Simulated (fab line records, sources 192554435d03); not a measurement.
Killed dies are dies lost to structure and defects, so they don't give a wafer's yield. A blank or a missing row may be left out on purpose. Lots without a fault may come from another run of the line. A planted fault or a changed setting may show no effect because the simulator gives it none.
Chamber matching | flow n5_finfet | N5_GATE_CUT_STRIP_41 on rie_diel-02: 4 sister chambers
The step strips in CF4. 4 wafers are shown with their chamber, then 7 later ones without.

WAFERS WITH THEIR CHAMBER
wafer  | chamber | showerhead_plenum_p_Torr (Torr)
L089.5 | 2       | 1.74
L091.5 | 3       | 1.91
L092.1 | 0       | 1.87
L092.2 | 1       | 1.90

WAFERS WITHOUT THEIR CHAMBER
wafer  | showerhead_plenum_p_Torr (Torr)
L092.6 | 1.90
L095.2 | 1.87
L095.3 | 1.74
L095.5 | 1.90
L096.1 | 1.73
L096.2 | 1.90
L096.5 | 1.90

WHICH CHAMBER EACH WENT THROUGH
wafer  | from the rows above | in truth
L092.6 | 1                   | 1
L095.2 | 0                   | 0
L095.3 | 2                   | 2
L095.5 | 1                   | 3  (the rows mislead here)
L096.1 | 2                   | 2
L096.2 | 1                   | 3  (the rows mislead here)
L096.5 | 1                   | 1
Placed correctly: 5 of 7. Can't be placed from these rows: 0. Placed wrongly: 2.
How it was worked out, from the rows above alone: a wafer's distance from a chamber is the root of the sum, over the readings, of the square of ((its reading less the chamber's mean) divided by the reading's scatter). The wafer belongs to the nearest chamber; if the next one is less than 2 further off, it can't be placed. A chamber's mean is the mean of its shown wafers. The scatter: with one shown wafer a chamber, the root of the mean of the squares of how far each hidden wafer lies from its nearest shown one.
